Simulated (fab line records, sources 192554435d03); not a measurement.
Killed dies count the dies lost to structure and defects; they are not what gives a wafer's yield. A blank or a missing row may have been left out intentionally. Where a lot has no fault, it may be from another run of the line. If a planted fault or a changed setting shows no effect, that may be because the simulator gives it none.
fab line records	flow n5Finfet
[record] lots = 7	wafers = 21
route steps=1938 shown BEOL_M5@1141 BEOL_M6@1194 BEOL_M7@1266
startH: the number of hours between the record's first day and the start of the first shown wafer of the lot	waitH: how many hours have passed since the lot's step before this one	" identical to the entry in the row above	L1.1+2: several wafers, shown together as one row	- value missing, or start not given	* or withheld: withheld	< > ~ a bound
route shown NAME@n: a module of which the file shows steps, and the number in the route of the first	usual: mean/standard deviation of fault-free wafers	same: alike in all rows	chamber/n: place in a boat	sites: per-site readings	_std_site: the values' standard deviation	_edge_site: outer sites' mean less inner sites'	radiusMm: for every site, how far away it sits from the centre of the wafer	mask NAME#n: copy n	behind: tool/chamber where the wafer was last shaped	hold: the reason the lot was held/the length of the hold in hours/how it ended	device: whichever transistor did not switch (one of n, p or np)	end of line: the same wafers' tests at the end of the route	for a step that has no rows: nothing shown but its recipe	killed: the dies lost at the first sort to structure and to defects; this is not the yield of the wafer	map: the dies of a wafer, with x for killed, . for not killed, _ for no die there
set.NAME: setting as actually run; set.NAME@STEP: the setting as run at that earlier step	model.NAME: the simulator's own value behind a step, which no gauge read
lots where settings were altered on purpose, with a table for each step and a row for each wafer
[[steps]]
[step N5_BEOL_M5_COAT_74]
[recipe] resist = underlayer	tempC = 205	timeS = 60	spinRpm = 1500	resistThkNm = 5
lot.wafer	tool	chamber	startH	waitH	set.spinRpm
L075.2+3+4	lithoTrack-04	0	-	-	1500
L078.1	lithoTrack-04	0	-	-	1394
L078.3+6	"	0	"	"	1500
L077.1+3+4	lithoTrack-04	0	-	-	1500
L084.2+6	lithoTrack-04	0	-	-	1372
L084.4	"	0	"	"	1500
L087.1+5+6	lithoTrack-02	0	-	-	1500
L088.2+3+6	lithoTrack-02	0	-	-	1361
L091.1+4	lithoTrack-02	0	-	-	1500
L091.6	"	0	"	"	1401
[step N5_BEOL_M5_COAT_22]
[recipe] resist = CAR-EUV	spinRpm = 1500	resistThkNm = 30
[step N5_BEOL_M5_EBR_24]
[recipe] solvent = PGMEA	ebrWidthMm = 1.5
[step N5_BEOL_M5_DESCUM_33]
[recipe] chemistry = O2	timeS = 7	sourcePowerW = 50	biasPowerW = 20	pressureMtorr = 20	rfFrequencyHz = 2.712e+07	tempC = 40	resist = CAR-EUV	o2FlowSccm = 225
[step N5_BEOL_M5_ETCH_75]
[recipe] chemistry = N2/H2	target = underlayer	targetDepthA = 65	maskMaterial = CAR-EUV	timeS = 5.2	ionEnergyEv = 200	pressureMtorr = 30	sourceW = 840	biasW = 150	n2FlowSccm = 200	h2FlowSccm = 200	ends = cleared
[usual] etchRfOnTimeS = 5.15/0.091
lot.wafer	tool	chamber	startH	waitH	set.spinRpm@BEOL_M5_COAT_74	etchRfOnTimeS	model.etch.depthNm
L075.2	rieDiel-04	2	176.80	0.0	1500	5.21	4.975
L075.3	"	0	"	"	1500	5.17	4.98
L075.4	"	3	"	"	1500	5.21	4.983
L078.1	rieDiel-01	1	183.89	0.0	1394	5.39	5.188
L078.3	"	0	"	"	1500	5.18	5.001
L078.6	"	3	"	"	1500	4.97	4.992
L077.1	rieDiel-01	2	188.14	0.0	1500	5.15	4.986
L077.3	"	3	"	"	1500	4.90	4.984
L077.4	"	1	"	"	1500	5.13	4.977
L084.2	rieDiel-01	0	228.26	0.0	1372	5.43	5.248
L084.4	"	3	"	"	1500	4.99	5.005
L084.6	"	0	"	"	1372	5.46	5.257
L087.1	rieDiel-03	3	235.94	0.0	1500	5.20	5.004
L087.5	"	3	"	"	1500	5.36	5.005
L087.6	"	1	"	"	1500	5.22	5.002
L088.2	rieDiel-03	2	266.29	0.0	1361	5.43	5.266
L088.3	"	1	"	"	1361	5.50	5.266
L088.6	"	3	"	"	1361	5.49	5.244
L091.1	rieDiel-01	0	274.68	0.0	1500	5.19	4.996
L091.4	"	2	"	"	1500	5.14	5.007
L091.6	"	0	"	"	1401	5.40	5.166
[step N5_BEOL_M6_ILD_DEP_00]
[recipe] material = SiCOH_lowk	targetThkA = 1797.5	tempC = 300	precursor = DEMS/porogen	pressureTorr = 5	rfW = 500	timeS = 33.4
lot.wafer	tool	chamber	startH	waitH	set.timeS	model.SiCOH_lowk_of_BEOL_M6_ILD_DEP_00.thkNm
L075.2	pecvd-04	0	184.81	0.0	33.4	176.8
L075.3	"	1	"	"	31.73	168
L075.4	"	1	"	"	31.73	168.4
L078.1+3	pecvd-03	2,0	191.92	0.0	33.4	178.4
L078.6	"	0	"	"	33.4	181.8
L077.1	pecvd-03	1	195.23	0.0	33.4	176
L077.3	"	2	"	"	33.4	178.8
L077.4	"	2	"	"	33.4	179.4
L084.2	pecvd-03	0	235.99	0.0	33.4	178.4
L084.4	"	0	"	"	33.4	180.6
L084.6	"	1	"	"	33.4	180.2
L087.1	pecvd-04	1	243.34	0.0	33.4	176.2
L087.5	"	1	"	"	33.4	178.8
L087.6	"	0	"	"	33.4	180
L088.2	pecvd-03	1	273.75	0.0	33.4	176.8
L088.3	"	2	"	"	33.4	178.2
L088.6	"	0	"	"	37.94	205
L091.1	pecvd-04	0	282.27	0.0	31.23	167
L091.4	"	1	"	"	33.4	179.8
L091.6	"	1	"	"	31.23	170.8
[step N5_BEOL_M6_CURE_74]
[recipe] tempC = 385	timeS = 240	ambient = He/Ar	material = SiCOH_lowk
lot.wafer	tool	chamber	startH	waitH	set.timeS@BEOL_M6_ILD_DEP_00	model.SiCOH_lowk_of_BEOL_M6_ILD_DEP_00.thkNm
L075.2	uvCure-01	1	184.96	0.1	33.4	152.4
L075.3	"	1	"	"	31.73	144.8
L075.4	"	1	"	"	31.73	145
L078.1+3	uvCure-03	0	191.98	0.0	33.4	153.8
L078.6	"	0	"	"	33.4	156.8
L077.1	uvCure-03	1	195.30	0.0	33.4	151.8
L077.3	"	1	"	"	33.4	154
L077.4	"	1	"	"	33.4	154.8
L084.2	uvCure-02	0	236.13	0.1	33.4	153.8
L084.4	"	0	"	"	33.4	155.8
L084.6	"	0	"	"	33.4	155.4
L087.1	uvCure-02	0	243.43	0.1	33.4	151.8
L087.5	"	0	"	"	33.4	154.2
L087.6	"	0	"	"	33.4	155.2
L088.2	uvCure-02	2	273.90	0.1	33.4	152.4
L088.3	"	2	"	"	33.4	153.6
L088.6	"	2	"	"	37.94	177
L091.1	uvCure-02	1	282.35	0.1	31.23	144
L091.4	"	1	"	"	33.4	155
L091.6	"	1	"	"	31.23	147.2
[step N5_BEOL_M6_THK_MEAS_01]
[recipe] reads = SiCOH_lowk_of_BEOL_M6_ILD_DEP_00
[usual] M6_ILD_THK = 154.9/1.9
lot.wafer	tool	chamber	startH	waitH	set.timeS@BEOL_M6_ILD_DEP_00	M6_ILD_THK[nm]
L075.2	filmMetro-02	-	185.39	0.4	33.4	152.4
L075.3	"	-	"	"	31.73	144.8
L075.4	"	-	"	"	31.73	145.2
L078.1	filmMetro-01	-	192.49	0.4	33.4	153.8
L078.3	"	-	"	"	33.4	153.8
L078.6	"	-	"	"	33.4	156.9
L077.1	filmMetro-01	-	195.81	0.4	33.4	151.8
L077.3	"	-	"	"	33.4	153.9
L077.4	"	-	"	"	33.4	154.7
L084.2	filmMetro-02	-	236.57	0.4	33.4	153.9
L084.4	"	-	"	"	33.4	155.9
L084.6	"	-	"	"	33.4	155.5
L087.1	filmMetro-01	-	243.94	0.4	33.4	151.8
L087.5	"	-	"	"	33.4	154.1
L087.6	"	-	"	"	33.4	155.3
L088.2	filmMetro-02	-	274.33	0.4	33.4	152.3
L088.3	"	-	"	"	33.4	153.7
L088.6	"	-	"	"	37.94	176.9
L091.1	filmMetro-01	-	282.86	0.4	31.23	144.0
L091.4	"	-	"	"	33.4	154.9
L091.6	"	-	"	"	31.23	147.4
[step N5_BEOL_M6_COAT_05]
[recipe] resist = CAR-ArF	spinRpm = 1500	resistThkNm = 90
lot.wafer	tool	chamber	startH	waitH	set.spinRpm	model.CAR-ArF_of_BEOL_M6_COAT_05.thkNm
L075.2	lithoTrack-05	0	-	-	1634	86.4
L075.3	"	0	"	"	1500	90.2
L075.4	"	0	"	"	1500	89.8
L078.1+3+6	lithoTrack-01	0	-	-	1500	90.2
L077.1	lithoTrack-01	0	-	-	1500	90
L077.3	"	0	"	"	1500	90.4
L077.4	"	0	"	"	1500	89.8
L084.2	lithoTrack-01	0	-	-	1564	88.4
L084.4	"	0	"	"	1500	90
L084.6	"	0	"	"	1500	90.2
L087.1+5+6	lithoTrack-05	0	-	-	1500	90
L088.2+3	lithoTrack-02	0	-	-	1500	90.2
L088.6	"	0	"	"	1500	90
L091.1	lithoTrack-02	0	-	-	1500	89.8
L091.4	"	0	"	"	1500	90.2
L091.6	"	0	"	"	1500	90
[step N5_BEOL_M6_EBR_07]
[recipe] solvent = PGMEA	ebrWidthMm = 1.5
[step N5_BEOL_M6_SOFTBAKE_06]
[recipe] tempC = 110	timeS = 60	resist = CAR-ArF
[step N5_BEOL_M6_EXPOSE_08]
[recipe] maskId = M6	na = 1.35	sourceShape = dipole	sigmaInner = 0.817	sigmaOuter = 0.97	polarization = te	doseMj = 68.25
[step N5_BEOL_M6_PEB_09]
[recipe] pebTempC = withheld	pebTimeS = 60	resist = CAR-ArF
[step N5_BEOL_M6_DEVELOP_10]
[recipe] developTimeS = 30	developer = TMAH	resist = CAR-ArF	rinseLiquid = diw	dry = airSpin	devTempC = 23
lot.wafer	tool	chamber	startH	waitH	set.spinRpm@BEOL_M6_COAT_05	model.CAR-ArF_of_BEOL_M6_COAT_05.thkNm
L075.2	lithoTrack-05	0	-	-	1634	84.6
L075.3	"	0	"	"	1500	88.4
L075.4	"	0	"	"	1500	88.2
L078.1	lithoTrack-01	0	-	-	1500	88.4
L078.3+6	"	0	"	"	1500	88.6
L077.1	lithoTrack-02	0	-	-	1500	88.4
L077.3	"	0	"	"	1500	88.8
L077.4	"	0	"	"	1500	88.2
L084.2	lithoTrack-05	0	-	-	1564	86.6
L084.4+6	"	0	"	"	1500	88.4
L087.1+5+6	lithoTrack-02	0	-	-	1500	88.2
L088.2	lithoTrack-05	0	-	-	1500	88.6
L088.3	"	0	"	"	1500	88.4
L088.6	"	0	"	"	1500	88.2
L091.1	lithoTrack-02	0	-	-	1500	88.2
L091.4+6	"	0	"	"	1500	88.4
[step N5_BEOL_M6_DESCUM_16]
[recipe] chemistry = O2	timeS = 7.9	sourcePowerW = 50	biasPowerW = 20	pressureMtorr = 20	rfFrequencyHz = 2.712e+07	tempC = 40	resist = CAR-ArF	o2FlowSccm = 225
lot.wafer	tool	chamber	startH	waitH	set.spinRpm@BEOL_M6_COAT_05	model.CAR-ArF_of_BEOL_M6_COAT_05.thkNm
L075.2	rieDiel-05	1	186.55	0.0	1634	79.8
L075.3	"	0	"	"	1500	83.6
L075.4	"	0	"	"	1500	83.4
L078.1+3	rieDiel-05	2,3	195.31	0.4	1500	83.6
L078.6	"	2	"	"	1500	83.8
L077.1+4	rieDiel-06	3,0	198.76	0.1	1500	83.4
L077.3	"	1	"	"	1500	84
L084.2	rieDiel-05	1	237.41	0.0	1564	81.8
L084.4	"	3	"	"	1500	83.4
L084.6	"	3	"	"	1500	83.6
L087.1+5+6	rieDiel-05	2,3,1	246.60	0.0	1500	83.4
L088.2	rieDiel-02	2	276.58	0.1	1500	83.8
L088.3	"	3	"	"	1500	83.6
L088.6	"	3	"	"	1500	83.4
L091.1	rieDiel-05	0	285.39	0.4	1500	83.4
L091.4+6	"	3,0	"	"	1500	83.6
[step N5_BEOL_M7_PECVD_70]
[recipe] material = SiO2	targetThkA = 200	tempC = 400	precursor = TEOS/O2	pressureTorr = 5.5	rfW = 450	teosFlowSccm = 53.8	gas = O2	flowSccm = 3000	timeS = 22.7
lot.wafer	tool	chamber	startH	waitH	set.tempC	model.SiO2_of_BEOL_M7_PECVD_70.thkNm
L075.2	pecvd-01	2	192.72	0.0	400	20
L075.3	"	1	"	"	395.1	20.6
L075.4	"	1	"	"	400	20.2
L078.1	pecvd-01	2	201.61	0.0	412.5	18.6
L078.3	"	0	"	"	400	20
L078.6	"	2	"	"	412.5	19
L077.1+3	pecvd-04	2,1	203.55	0.0	408.1	18.6
L077.4	"	2	"	"	408.1	19
L084.2	pecvd-03	1	248.25	0.0	400	19.4
L084.4	"	1	"	"	400	20
L084.6	"	0	"	"	392.4	21
L087.1	pecvd-01	1	251.48	0.0	400	19.8
L087.5	"	1	"	"	400	20.4
L087.6	"	2	"	"	400	20.6
L088.2	pecvd-01	0	286.24	0.0	408.8	19.2
L088.3	"	0	"	"	400	20.4
L088.6	"	2	"	"	408.8	19.4
L091.1	pecvd-04	2	290.18	0.0	400	20
L091.4+6	"	1,2	"	"	386.2	22
[step N5_BEOL_M7_HM_DEP_02]
[recipe] material = TiN	targetThkA = 200	tempC = 25	chamberPressurePa = 0.49996
lot.wafer	tool	chamber	startH	waitH	set.targetThkA	model.TiN_of_BEOL_M7_HM_DEP_02.thkNm
L075.2	pvdSputter-01	-	194.50	1.8	179	18
L075.3	"	-	"	"	200	20.2
L075.4	"	-	"	"	179	18.2
L078.1	pvdSputter-01	-	201.69	0.1	200	20
L078.3	"	-	"	"	200	20.2
L078.6	"	-	"	"	216.6	21.8
L077.1+4	pvdSputter-01	-	204.47	0.9	200	20
L077.3	"	-	"	"	189	19.2
L084.2	pvdSputter-03	-	248.61	0.3	200	19.8
L084.4	"	-	"	"	220.7	22
L084.6	"	-	"	"	220.7	21.8
L087.1+6	pvdSputter-03	-	251.78	0.3	200	19.8
L087.5	"	-	"	"	200	19.6
L088.2+3	pvdSputter-01	-	287.66	1.4	200	20.2
L088.6	"	-	"	"	200	20
L091.1+4+6	pvdSputter-02	-	291.16	1.0	200	19.8
[step N5_BEOL_M7_COAT_59]
[recipe] resist = SOC	tempC = 250	timeS = 60	spinRpm = 1500	resistThkNm = 100
[step N5_BEOL_M7_COAT_60]
[recipe] resist = SiARC	tempC = 220	timeS = 60	spinRpm = 1500	resistThkNm = 35
[step N5_BEOL_M7_STRIP_68]
[recipe] chemistry = N2/H2	tempC = 40	n2FlowSccm = 200	h2FlowSccm = 200	rfFrequencyHz = 6e+07
[step N5_BEOL_M7_STRIP_67]
[recipe] chemistry = CF4	resist = SiARC	powerW = 300	biasPowerW = 75	pressureMtorr = 50	cf4FlowSccm = 150	rfFrequencyHz = 6e+07
[step N5_BEOL_M7_HM_OPEN_17]
[recipe] chemistry = Cl2/BCl3	targetDepthA = 200	overetchA = 60	target = TiN	maskMaterial = SOC	ionEnergyEv = 150	pressureMtorr = 10	icpW = 1000	biasW = 126	Cl2_flow_sccm = 53.25	bcl3FlowSccm = 21.75	Ar_flow_sccm = 25
lot.wafer	tool	chamber	startH	waitH	set.targetThkA@BEOL_M7_HM_DEP_02	model.etch.depthNm
L075.2	rieMetal-02	1	195.36	0.0	179	18.02
L075.3	"	1	"	"	200	20.19
L075.4	"	0	"	"	179	18.26
L078.1	rieMetal-02	0	202.43	0.0	200	19.99
L078.3	"	0	"	"	200	20.14
L078.6	"	0	"	"	216.6	21.72
L077.1	rieMetal-03	1	205.81	0.0	200	20.07
L077.3	"	0	"	"	189	19.19
L077.4	"	1	"	"	200	19.96
L084.2	rieMetal-02	0	249.66	0.0	200	19.7
L084.4	"	1	"	"	220.7	21.96
L084.6	"	0	"	"	220.7	21.86
L087.1	rieMetal-01	1	253.17	0.0	200	19.77
L087.5	"	0	"	"	200	19.65
L087.6	"	1	"	"	200	19.78
L088.2	rieMetal-02	0	288.40	0.0	200	20.19
L088.3	"	0	"	"	200	20.2
L088.6	"	0	"	"	200	20.09
L091.1	rieMetal-01	1	292.60	0.0	200	19.89
L091.4	"	1	"	"	200	19.85
L091.6	"	1	"	"	200	19.74
[step N5_BEOL_M7_COAT_64]
[recipe] resist = SiARC	tempC = 220	timeS = 60	spinRpm = 1500	resistThkNm = 12
lot.wafer	tool	chamber	startH	waitH	set.spinRpm	model.SiARC_of_BEOL_M7_COAT_64.thkNm
L075.2+3+4	lithoTrack-04	0	-	-	1500	12
L078.1	lithoTrack-04	0	-	-	1500	12
L078.3+6	"	0	"	"	1387	12.4
L077.1	lithoTrack-03	0	-	-	1371	12.6
L077.3+4	"	0	"	"	1500	12
L084.2+4	lithoTrack-01	0	-	-	1500	12
L084.6	"	0	"	"	1407	12.4
L087.1+5+6	lithoTrack-04	0	-	-	1500	12
L088.2	lithoTrack-04	0	-	-	1586	11.6
L088.3+6	"	0	"	"	1500	12
L091.1	lithoTrack-04	0	-	-	1359	12.6
L091.4+6	"	0	"	"	1500	12
[[key]]
[split] step = N5_BEOL_M5_COAT_74	setting = spinRpm	stated = 1500	by = wafer
[response] step = N5_BEOL_M5_ETCH_75	reading = etchRfOnTimeS	change = *	per = 1%	r = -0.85
[response] step = N5_BEOL_M5_ETCH_75	reading = model.etch.depthNm	change = -0.0273	per = 1%	r = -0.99
[split] step = N5_BEOL_M6_ILD_DEP_00	setting = timeS	stated = 33.4	by = wafer
[response] step = N5_BEOL_M6_ILD_DEP_00	reading = model.SiCOH_lowk_of_BEOL_M6_ILD_DEP_00.thkNm	change = +1.94	per = 1%	r = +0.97
[response] step = N5_BEOL_M6_CURE_74	reading = model.SiCOH_lowk_of_BEOL_M6_ILD_DEP_00.thkNm	change = +1.69	per = 1%	r = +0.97
[response] step = N5_BEOL_M6_THK_MEAS_01	reading = M6_ILD_THK	change = +1.67	per = 1%	r = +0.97
[split] step = N5_BEOL_M6_COAT_05	setting = spinRpm	stated = 1500	by = wafer
[response] step = N5_BEOL_M6_COAT_05	reading = model.CAR-ArF_of_BEOL_M6_COAT_05.thkNm	change = -0.402	per = 1%	r = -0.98
[response] step = N5_BEOL_M6_DEVELOP_10	reading = model.CAR-ArF_of_BEOL_M6_COAT_05.thkNm	change = -0.416	per = 1%	r = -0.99
[response] step = N5_BEOL_M6_DESCUM_16	reading = model.CAR-ArF_of_BEOL_M6_COAT_05.thkNm	change = -0.411	per = 1%	r = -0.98
[split] step = N5_BEOL_M7_PECVD_70	setting = tempC	stated = 400	by = wafer
[response] step = N5_BEOL_M7_PECVD_70	reading = model.SiO2_of_BEOL_M7_PECVD_70.thkNm	change = -0.511	per = 1%	r = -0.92
[split] step = N5_BEOL_M7_HM_DEP_02	setting = targetThkA	stated = 200	by = wafer
[response] step = N5_BEOL_M7_HM_DEP_02	reading = model.TiN_of_BEOL_M7_HM_DEP_02.thkNm	change = +0.197	per = 1%	r = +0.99
[response] step = N5_BEOL_M7_HM_OPEN_17	reading = model.etch.depthNm	change = +0.198	per = 1%	r = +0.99
[split] step = N5_BEOL_M7_COAT_64	setting = spinRpm	stated = 1500	by = wafer
[response] step = N5_BEOL_M7_COAT_64	reading = model.SiARC_of_BEOL_M7_COAT_64.thkNm	change = -0.064	per = 1%	r = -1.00
